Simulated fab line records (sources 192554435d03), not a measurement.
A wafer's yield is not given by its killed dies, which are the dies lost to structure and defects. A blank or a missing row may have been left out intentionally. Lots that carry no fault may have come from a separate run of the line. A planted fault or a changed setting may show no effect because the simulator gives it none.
Which tool was responsible?    flow n5_finfet    24 lots, 72 wafers sampled, at 6 steps of a route of 1938

WHAT THE GAUGES SHOWED, per wafer
N5_BEOL_M0_RS_MEAS_126: measures by four-point-probe.
lot   measured      on             M0_RS (ohm/sq)
L074  day 6 04:02   film_metro-01  0.548 0.516 0.524
L075  day 6 09:23   film_metro-01  0.543 0.538 0.514
L076  day 6 10:21   film_metro-01  0.528 0.516 0.528
L077  day 6 16:58   film_metro-01  0.539 0.520 0.523
L078  day 6 22:35   film_metro-02  0.551 0.535 0.535
L079  day 7 03:17   film_metro-02  0.545 0.541 0.520
L080  day 7 12:51   film_metro-01  0.551 0.536 0.534
L081  day 7 18:46   film_metro-01  0.560 0.541 0.566
L082  day 7 21:00   film_metro-02  0.567 0.530 0.559
L083  day 8 07:46   film_metro-01  0.557 0.531 0.522
L084  day 8 14:13   film_metro-01  0.539 0.521 0.533
L085  day 9 03:04   film_metro-02  0.536 0.546 0.553
L086  day 9 03:31   film_metro-02  0.545 0.543 0.520
L087  day 9 12:01   film_metro-01  0.554 0.550 0.561
L088  day 9 12:01   film_metro-02  0.561 0.548 0.537
L089  day 9 14:05   film_metro-01  0.537 0.525 0.515
L090  day 10 05:56  film_metro-01  0.533 0.551 0.521
L092  day 10 15:26  film_metro-02  0.534 0.546 0.534
L093  day 10 19:54  film_metro-02  0.557 0.535 0.545
L094  day 10 21:04  film_metro-01  0.521 0.532 0.516
L095  day 11 02:01  film_metro-01  0.551 0.543 0.543
L096  day 11 14:38  film_metro-01  0.529 0.525 0.549
L097  day 11 19:17  film_metro-02  0.527 0.505 0.501
L091  day 11 21:41  film_metro-01  0.532 0.542 0.515

N5_BEOL_M1_THK_MEAS_01.
lot   measured      on             M1_ILD_THK (nm)
L074  day 6 04:10   film_metro-01  79.5 78.1 80.5
L075  day 6 09:32   film_metro-01  79.9 78.8 80.3
L076  day 6 10:29   film_metro-02  80.1 79.7 80.3
L077  day 6 17:05   film_metro-01  78.5 79.9 80.2
L078  day 6 22:43   film_metro-02  79.1 78.1 80.2
L079  day 7 03:25   film_metro-01  81.4 79.4 81.3
L080  day 7 12:59   film_metro-02  77.6 80.6 78.8
L081  day 7 18:53   film_metro-01  78.9 78.9 81.2
L082  day 7 21:08   film_metro-01  78.3 79.7 79.6
L083  day 8 07:53   film_metro-01  78.6 79.6 79.4
L084  day 8 14:20   film_metro-01  79.7 80.9 80.2
L085  day 9 03:12   film_metro-02  79.2 79.4 81.1
L086  day 9 03:38   film_metro-01  77.7 79.1 79.9
L087  day 9 12:08   film_metro-02  77.3 79.4 79.9
L088  day 9 12:09   film_metro-02  79.4 79.0 79.5
L089  day 9 14:13   film_metro-02  79.0 79.9 79.7
L090  day 10 06:04  film_metro-01  78.0 79.0 81.0
L092  day 10 15:34  film_metro-01  78.8 80.3 81.3
L093  day 10 20:03  film_metro-01  79.5 79.4 80.2
L094  day 10 21:14  film_metro-02  79.0 78.2 79.1
L095  day 11 02:09  film_metro-01  78.4 79.8 79.8
L096  day 11 14:46  film_metro-02  78.1 79.8 79.4
L097  day 11 19:25  film_metro-02  77.1 79.8 78.4
L091  day 11 21:49  film_metro-01  78.0 80.7 79.7

N5_BEOL_M1_CD_MEAS_11: target cd 17.05 nm.
lot   measured      on         cd_nm (nm)
L074  day 6 05:57   cd_sem-03  17.02 16.80 16.66
L075  day 6 12:21   cd_sem-02  16.84 16.89 16.90
L076  day 6 12:56   cd_sem-02  16.94 17.06 16.64
L077  day 6 18:25   cd_sem-01  16.83 16.90 17.08
L078  day 7 01:13   cd_sem-02  16.92 16.95 16.98
L079  day 7 05:56   cd_sem-02  17.26 17.35 17.12
L080  day 7 14:06   cd_sem-02  17.17 17.09 16.83
L081  day 7 20:36   cd_sem-02  17.07 16.77 17.10
L082  day 7 22:23   cd_sem-01  17.20 17.24 17.24
L083  day 8 10:20   cd_sem-02  17.02 16.66 17.03
L084  day 8 15:27   cd_sem-03  16.88 17.12 16.97
L085  day 9 06:13   cd_sem-02  17.06 16.49 16.55
L086  day 9 06:23   cd_sem-01  17.22 16.67 17.16
L087  day 9 13:53   cd_sem-02  17.34 17.11 16.91
L088  day 9 13:56   cd_sem-01  17.00 17.16 16.91
L089  day 9 15:40   cd_sem-02  16.87 17.39 17.25
L090  day 10 07:29  cd_sem-03  17.14 17.00 16.82
L092  day 10 17:05  cd_sem-02  16.93 16.78 17.18
L093  day 10 20:51  cd_sem-03  17.07 17.02 17.59
L094  day 10 23:28  cd_sem-01  16.79 17.20 16.89
L095  day 11 03:15  cd_sem-02  16.76 17.04 17.12
L096  day 11 15:38  cd_sem-02  16.91 16.63 16.95
L097  day 11 20:08  cd_sem-01  16.88 16.90 17.20
L091  day 11 23:32  cd_sem-02  16.70 17.04 17.02

TOOL THAT RAN EACH LOT (tool first, then ch and the chambers of the sampled wafers, then the start)
lot   N5_BEOL_M0_CUTY_DESCUM_61           N5_BEOL_M0_HM_OPEN_105             N5_BEOL_M0_CMP_120
L074  rie_diel-04 ch 0,2,3, day 5 22:11   rie_metal-02 ch 0,1, day 6 00:13   cmp-02 ch 0,1,2, day 6 03:28
L075  rie_diel-02 ch 1,2, day 6 02:32     rie_metal-01 ch 1, day 6 05:42     cmp-04 ch 0,1,2, day 6 08:54
L076  rie_diel-04 ch 0,1,2, day 6 04:50   rie_metal-01 ch 1, day 6 06:01     cmp-04 ch 1,2,3, day 6 09:43
L077  rie_diel-01 ch 0,3, day 6 11:51     rie_metal-01 ch 1, day 6 12:19     cmp-01 ch 2,3, day 6 16:19
L078  rie_diel-02 ch 0,2, day 6 15:38     rie_metal-01 ch 1, day 6 17:23     cmp-04 ch 0,2,3, day 6 22:05
L079  rie_diel-01 ch 1,2,3, day 6 23:08   rie_metal-03 ch 0,1, day 7 00:17   cmp-01 ch 0,1,2, day 7 02:44
L080  rie_diel-02 ch 0,3, day 7 07:39     rie_metal-01 ch 1, day 7 09:02     cmp-01 ch 1,2, day 7 12:18
L081  rie_diel-01 ch 0,1,3, day 7 14:24   rie_metal-01 ch 0,1, day 7 15:15   cmp-02 ch 0,2,3, day 7 18:12
L082  rie_diel-02 ch 0,3, day 7 17:17     rie_metal-03 ch 1, day 7 17:35     cmp-02 ch 0,2, day 7 20:26
L083  rie_diel-04 ch 1,2,3, day 8 02:34   rie_metal-01 ch 0, day 8 02:57     cmp-02 ch 0,1,2, day 8 07:12
L084  rie_diel-04 ch 0,1, day 8 07:56     rie_metal-03 ch 0,1, day 8 09:52   cmp-02 ch 2,3, day 8 13:39
L085  rie_diel-04 ch 0,2, day 8 16:25     rie_metal-01 ch 0,1, day 8 20:47   cmp-01 ch 0,1,3, day 9 02:31
L086  rie_diel-04 ch 0,1, day 8 19:32     rie_metal-02 ch 0,1, day 8 20:49   cmp-04 ch 0,2,3, day 9 02:59
L087  rie_diel-04 ch 1,2, day 9 03:46     rie_metal-02 ch 0, day 9 07:23     cmp-02 ch 0,3, day 9 11:26
L088  rie_diel-01 ch 1,2,3, day 9 08:31   rie_metal-03 ch 0,1, day 9 08:49   cmp-01 ch 0,1,2, day 9 11:32
L089  rie_diel-04 ch 1, day 9 09:07       rie_metal-01 ch 0,1, day 9 09:35   cmp-01 ch 1,2,3, day 9 13:31
L090  rie_diel-02 ch 2,3, day 9 20:49     rie_metal-03 ch 0, day 10 01:13    cmp-02 ch 1,2,3, day 10 05:23
L092  rie_diel-04 ch 1,3, day 10 07:35    rie_metal-02 ch 0, day 10 09:27    cmp-02 ch 0,1, day 10 14:41
L093  rie_diel-01 ch 0,1,3, day 10 14:36  rie_metal-01 ch 0,1, day 10 15:55  cmp-02 ch 2,3, day 10 19:23
L094  rie_diel-02 ch 0,1,2, day 10 16:42  rie_metal-03 ch 0,1, day 10 17:25  cmp-02 ch 1,2,3, day 10 20:35
L095  rie_diel-04 ch 0,2,3, day 10 21:34  rie_metal-03 ch 0,1, day 10 22:04  cmp-02 ch 0,3, day 11 01:28
L096  rie_diel-01 ch 1,2, day 11 07:59    rie_metal-02 ch 0,1, day 11 09:17  cmp-04 ch 1,3, day 11 14:04
L097  rie_diel-04 ch 0,3, day 11 12:11    rie_metal-01 ch 0,1, day 11 13:42  cmp-02 ch 1,2,3, day 11 18:47
L091  rie_diel-04 ch 0,2,3, day 11 15:01  rie_metal-01 ch 0,1, day 11 17:48  cmp-02 ch 0,2,3, day 11 21:10
- N5_BEOL_M0_CUTY_DESCUM_61: chemistry O2, time 7.9 s.
- N5_BEOL_M0_HM_OPEN_105: chemistry Cl2/BCl3, target TiN, target depth 12 nm.
- N5_BEOL_M0_CMP_120: polishes, stops on SiOC, t overpolish 6.9 s.

WHAT THE TOOLS THEMSELVES READ (means of the sampled wafers that have a number; where no wafer has one, the mark that the record gives instead)
N5_BEOL_M0_CUTY_DESCUM_61.
lot   tool         drypump_motor_current_A (A)  oes_product_au (a.u.)  rf_vpp_V (V)  showerhead_plenum_p_Torr (Torr)  throttle_valve_pct (%)
L074  rie_diel-04  5.6                          0.75                   244.0         2.11                             20.39
L075  rie_diel-02  6.3                          0.77                   243.9         2.16                             20.73
L076  rie_diel-04  5.6                          0.79                   244.2         2.10                             20.27
L077  rie_diel-01  6.2                          0.75                   243.1         2.05                             20.35
L078  rie_diel-02  6.3                          0.87                   244.2         2.16                             20.49
L079  rie_diel-01  6.2                          0.79                   243.4         2.11                             20.66
L080  rie_diel-02  5.5                          0.79                   243.0         2.11                             20.34
L081  rie_diel-01  6.3                          0.77                   242.9         2.10                             20.53
L082  rie_diel-02  5.8                          0.84                   243.8         2.13                             20.34
L083  rie_diel-04  5.7                          0.77                   243.4         2.12                             20.47
L084  rie_diel-04  5.4                          0.75                   242.6         2.07                             20.41
L085  rie_diel-04  5.5                          0.73                   242.9         2.07                             20.28
L086  rie_diel-04  5.4                          0.74                   243.9         2.07                             20.43
L087  rie_diel-04  5.7                          0.80                   243.1         2.10                             20.38
L088  rie_diel-01  6.1                          0.77                   242.8         2.10                             20.70
L089  rie_diel-04  5.5                          0.81                   243.8         2.10                             20.54
L090  rie_diel-02  5.7                          0.71                   243.2         2.12                             20.52
L092  rie_diel-04  5.6                          0.93                   244.5         2.13                             20.57
L093  rie_diel-01  6.2                          0.74                   243.7         2.09                             20.58
L094  rie_diel-02  6.2                          0.79                   243.6         2.14                             20.62
L095  rie_diel-04  5.6                          0.81                   243.4         2.10                             20.35
L096  rie_diel-01  6.0                          0.79                   243.1         2.09                             20.71
L097  rie_diel-04  5.5                          0.86                   244.5         2.12                             20.53
L091  rie_diel-04  5.6                          0.80                   243.1         2.10                             20.37

N5_BEOL_M0_HM_OPEN_105.
lot   tool          drypump_motor_current_A (A)  mfc_cl2_sccm (sccm)  oes_ar_750_au (a.u.)  oes_product_au (a.u.)  throttle_valve_pct (%)
L074  rie_metal-02  5.6                          53.15                0.70                  0.70                   21.7
L075  rie_metal-01  5.6                          53.41                0.75                  0.76                   21.5
L076  rie_metal-01  5.7                          53.28                0.75                  0.76                   21.5
L077  rie_metal-01  5.7                          53.48                0.74                  0.76                   21.5
L078  rie_metal-01  5.7                          53.21                0.75                  0.77                   21.5
L079  rie_metal-03  5.5                          53.09                0.68                  0.69                   22.1
L080  rie_metal-01  5.7                          53.27                0.74                  0.75                   21.5
L081  rie_metal-01  5.7                          53.36                0.72                  0.73                   21.8
L082  rie_metal-03  4.9                          53.24                0.83                  0.84                   21.8
L083  rie_metal-01  5.7                          53.34                0.67                  0.69                   22.5
L084  rie_metal-03  5.2                          53.24                0.74                  0.75                   21.9
L085  rie_metal-01  5.7                          53.20                0.71                  0.72                   21.8
L086  rie_metal-02  5.6                          53.01                0.69                  0.69                   21.7
L087  rie_metal-02  5.2                          53.23                0.68                  0.69                   21.7
L088  rie_metal-03  5.5                          53.21                0.66                  0.68                   22.1
L089  rie_metal-01  5.7                          53.41                0.69                  0.70                   22.2
L090  rie_metal-03  5.8                          53.12                0.59                  0.60                   22.2
L092  rie_metal-02  5.1                          53.11                0.67                  0.67                   21.7
L093  rie_metal-01  5.7                          53.23                0.68                  0.69                   22.2
L094  rie_metal-03  5.2                          53.03                0.73                  0.74                   21.9
L095  rie_metal-03  5.2                          53.37                0.72                  0.75                   21.9
L096  rie_metal-02  6.1                          53.18                0.69                  0.67                   21.6
L097  rie_metal-01  5.7                          53.03                0.67                  0.69                   22.2
L091  rie_metal-01  5.7                          53.28                0.69                  0.70                   21.9

N5_BEOL_M0_CMP_120.
lot   tool    barrier_field_endpoint_s (s)  motor_current_A (A)  overpolish_run_s (s)  slurry_filter_dp_kPa (kPa)  time_to_endpoint_s (s)
L074  cmp-02  3.75                          6.1                  6.897                 13.36                       62
L075  cmp-04  3.60                          6.4                  6.897                 13.58                       63
L076  cmp-04  3.68                          6.1                  6.911                 13.40                       61
L077  cmp-01  3.78                          6.7                  6.894                 13.47                       62
L078  cmp-04  3.64                          6.3                  6.906                 13.58                       62
L079  cmp-01  3.64                          6.3                  6.902                 13.42                       62
L080  cmp-01  3.53                          5.9                  6.895                 13.49                       60
L081  cmp-02  3.45                          5.9                  6.901                 13.52                       59
L082  cmp-02  3.69                          6.0                  6.905                 13.41                       55
L083  cmp-02  3.65                          6.1                  6.892                 13.52                       60
L084  cmp-02  3.63                          6.0                  6.908                 13.48                       61
L085  cmp-01  3.58                          6.1                  6.909                 13.49                       62
L086  cmp-04  3.65                          6.4                  6.896                 13.63                       63
L087  cmp-02  3.52                          5.8                  6.894                 13.45                       59
L088  cmp-01  3.57                          6.4                  6.910                 13.51                       62
L089  cmp-01  3.49                          5.9                  6.894                 13.52                       66
L090  cmp-02  3.62                          6.4                  6.902                 13.48                       59
L092  cmp-02  3.46                          6.1                  6.893                 13.42                       57
L093  cmp-02  3.68                          6.0                  6.905                 13.49                       61
L094  cmp-02  3.62                          6.1                  6.898                 13.57                       62
L095  cmp-02  3.71                          6.1                  6.891                 13.48                       62
L096  cmp-04  3.56                          5.7                  6.901                 13.58                       61
L097  cmp-02  3.62                          6.1                  6.891                 13.58                       61
L091  cmp-02  3.57                          6.0                  6.894                 13.53                       63

THE ANSWER, worked out from the rows above alone
Rule: what is usual is taken from the lots themselves. The widest of any qualifying gaps counts: lots, ordered by their means at a reading, are off when they make up no more than a third of the lots, leave a main group of 4 or more, and stand apart from it by 3 or more times the standard deviation of that group's means. The tables above print the reading to a certain number of digits; a main group whose means all agree to those digits is not used. A lot without any number at a reading at which 4 lots or more have one is off too. The other lots that the step has rows for count as sound. Order of review: gauges by route order, followed by the tools' own readings, for which a lot's mean as printed above is used. The first step at which some lot is off is used, and at that step the reading that is off furthest; a lot without a number counts as furthest.
Nothing can be told from this: no lot is off at any reading shown.

WHAT THE SIMULATOR PUT IN
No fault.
